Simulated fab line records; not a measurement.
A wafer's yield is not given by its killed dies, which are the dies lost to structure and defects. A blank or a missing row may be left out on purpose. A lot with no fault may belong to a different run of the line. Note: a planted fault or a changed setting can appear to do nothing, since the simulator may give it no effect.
Which tool was responsible? ; flow nandHarc ; 39 wafers from 13 lots sampled at 5 of the route's 1159 steps

## WHAT EACH GAUGE READ, for each wafer
NHARC_A_CONTACT_INSPECT_71.
lot;measured;on;rawDefectCount
L901;day 16 23:07;defectInspect-01;11 8 15
L906;day 17 10:02;defectInspect-01;22 29 30
L908;day 17 20:24;defectInspect-02;18 34 26
L904;day 17 22:55;defectInspect-01;27 33 24
L905;day 18 02:16;defectInspect-02;22 21 23
L909;day 19 00:37;defectInspect-02;26 28 32
L916;day 20 05:58;defectInspect-01;53 55 44
L917;day 20 16:50;defectInspect-02;26 43 20
L919;day 21 09:01;defectInspect-01;39 49 49
L918;day 21 12:46;defectInspect-02;8 10 4
L921;day 21 14:21;defectInspect-01;41 28 38
L923;day 22 13:08;defectInspect-02;17 14 23
L924;day 22 18:43;defectInspect-02;43 52 45

NHARC_END_SORT_01.
lot;measured;on;killedAtArray;killedAtOther;killedAtPeriphery;killedDies;killedOpen;killedShort
L916;day 23 14:08;prober-02;676 673 670;0 0 0;1 4 7;677 677 677;2 1 9;0 1 2
L917;day 23 08:43;prober-01;672 673 671;2 3 3;3 1 3;677 677 677;5 2 5;1 1 1
L919;day 24 09:04;prober-02;674 675 674;0 0 0;3 2 3;677 677 677;2 5 3;3 1 2

## WHAT TOOL EACH LOT RAN ON (gives the tool, then ch and the chambers of the sampled wafers, and finally the start)
lot;NHARC_A_CONTACT_ETCH_127;NHARC_A_CONTACT_ETCH_129;NHARC_A_CONTACT_ETCH_132
L901;harCapEtch-01 ch 0,1, day 17 00:47;harCapEtch-01 ch 0,1, day 17 01:04;harCapEtch-01 ch 0,1, day 17 01:29
L906;harCapEtch-01 ch 0,1, day 17 11:42;harCapEtch-01 ch 0,1, day 17 11:59;harCapEtch-01 ch 0,1, day 17 12:24
L908;harCapEtch-03 ch 0,1, day 17 22:16;harCapEtch-03 ch 0,1, day 17 22:33;harCapEtch-03 ch 0,1, day 17 22:59
L904;harCapEtch-01 ch 0,1, day 18 01:12;harCapEtch-01 ch 0,1, day 18 01:29;harCapEtch-01 ch 0,1, day 18 02:01
L905;harCapEtch-03 ch 0,1, day 18 04:26;harCapEtch-03 ch 0,1, day 18 04:43;harCapEtch-03 ch 0,1, day 18 05:09
L909;harCapEtch-01 ch 0,1, day 19 02:17;harCapEtch-01 ch 0,1, day 19 02:34;harCapEtch-01 ch 0,1, day 19 02:59
L916;harCapEtch-02 ch 0,1, day 20 07:50;harCapEtch-02 ch 0,1, day 20 08:07;harCapEtch-02 ch 0,1, day 20 08:33
L917;harCapEtch-01 ch 0,1, day 20 18:35;harCapEtch-01 ch 0,1, day 20 18:52;harCapEtch-01 ch 0,1, day 20 19:17
L919;harCapEtch-01 ch 0,1, day 21 10:46;harCapEtch-01 ch 0,1, day 21 11:02;harCapEtch-01 ch 0,1, day 21 11:28
L918;harCapEtch-02 ch 0,1, day 21 14:26;harCapEtch-02 ch 0,1, day 21 14:43;harCapEtch-02 ch 0,1, day 21 15:09
L921;harCapEtch-01 ch 0,1, day 21 16:04;harCapEtch-01 ch 0,1, day 21 16:21;harCapEtch-01 ch 0,1, day 21 16:46
L923;harCapEtch-02 ch 0,1, day 22 14:53;harCapEtch-02 ch 0,1, day 22 15:11;harCapEtch-02 ch 0,1, day 22 15:36
L924;harCapEtch-03 ch 0,1, day 22 20:37;harCapEtch-03 ch 0,1, day 22 20:54;harCapEtch-03 ch 0,1, day 22 21:20
- NHARC_A_CONTACT_ETCH_127: etches the open film in C4F8/O2/Ar, time 155 s, target depth 956 nm.
- NHARC_A_CONTACT_ETCH_129: etches the open film in C4F8/O2/Ar, time 155 s, target depth 956 nm.
- NHARC_A_CONTACT_ETCH_132: etches the open film in C4F8/O2/Ar, time 156 s, target depth 958 nm.

## AS READ BY THE TOOLS THEMSELVES (means over the sampled wafers that have a number; for cases with no such wafer, the mark the record gives instead)
NHARC_A_CONTACT_ETCH_127.
lot;tool;chamberPressureMTorr (mTorr);oesAirLineAu (a.u.)
L901;harCapEtch-01;19.989;0.973
L906;harCapEtch-01;19.996;1.000
L908;harCapEtch-03;19.999;0.992
L904;harCapEtch-01;20.013;1.024
L905;harCapEtch-03;20.002;0.998
L909;harCapEtch-01;19.998;1.005
L916;harCapEtch-02;-;-
L917;harCapEtch-01;-;-
L919;harCapEtch-01;-;-
L918;harCapEtch-02;20.005;0.989
L921;harCapEtch-01;19.997;0.997
L923;harCapEtch-02;19.978;1.008
L924;harCapEtch-03;19.999;0.986

NHARC_A_CONTACT_ETCH_129.
lot;tool;chamberPressureMTorr (mTorr);oesAirLineAu (a.u.)
L901;harCapEtch-01;20.001;1.018
L906;harCapEtch-01;19.998;1.014
L908;harCapEtch-03;19.992;0.991
L904;harCapEtch-01;20.003;0.991
L905;harCapEtch-03;19.996;1.024
L909;harCapEtch-01;20.009;0.997
L916;harCapEtch-02;20.011;0.995
L917;harCapEtch-01;20.005;1.001
L919;harCapEtch-01;20.002;0.999
L918;harCapEtch-02;20.011;1.001
L921;harCapEtch-01;19.985;1.000
L923;harCapEtch-02;20.012;0.987
L924;harCapEtch-03;19.985;0.981

NHARC_A_CONTACT_ETCH_132.
lot;tool;chamberPressureMTorr (mTorr);oesAirLineAu (a.u.)
L901;harCapEtch-01;19.999;1.003
L906;harCapEtch-01;20.012;1.025
L908;harCapEtch-03;19.999;0.997
L904;harCapEtch-01;20.024;1.033
L905;harCapEtch-03;20.008;0.990
L909;harCapEtch-01;19.997;0.994
L916;harCapEtch-02;20.003;0.996
L917;harCapEtch-01;20.008;1.006
L919;harCapEtch-01;19.997;0.981
L918;harCapEtch-02;19.995;1.009
L921;harCapEtch-01;19.981;0.993
L923;harCapEtch-02;20.004;1.006
L924;harCapEtch-03;20.003;0.999

## THE ANSWER, worked out from the rows above alone
Rule: usual is defined by the lots themselves. The widest of any qualifying gaps counts: lots, ordered by their means at a reading, are off when they make up no more than a third of the lots, leave a main group of 4 or more, and stand apart from it by 3 or more times the standard deviation of that group's means. Not used: any main group whose means are identical at the precision the tables above print for the reading. A lot without any number at a reading at which 4 lots or more have one is off too. Where the step has rows for the other lots, those lots are counted as sound. First the gauges in route order, then the tools' own readings, where a lot's mean is used as printed above. The first step at which some lot is off is used, and at that step the reading that is off furthest; a lot without a number counts as furthest.
Off at NHARC_A_CONTACT_ETCH_127 (chamberPressureMTorr): L916, L917, L919. Without a number there: L916, L917, L919. Mean 19.998 mTorr and standard deviation 0.0088 in the main group.
A tool fits if, at that step or a process step before it, it ran every lot that is off, and no sound lot after the first of them. Not one of the candidates tried fits.

## WHAT HAD BEEN PUT IN BY THE SIMULATOR
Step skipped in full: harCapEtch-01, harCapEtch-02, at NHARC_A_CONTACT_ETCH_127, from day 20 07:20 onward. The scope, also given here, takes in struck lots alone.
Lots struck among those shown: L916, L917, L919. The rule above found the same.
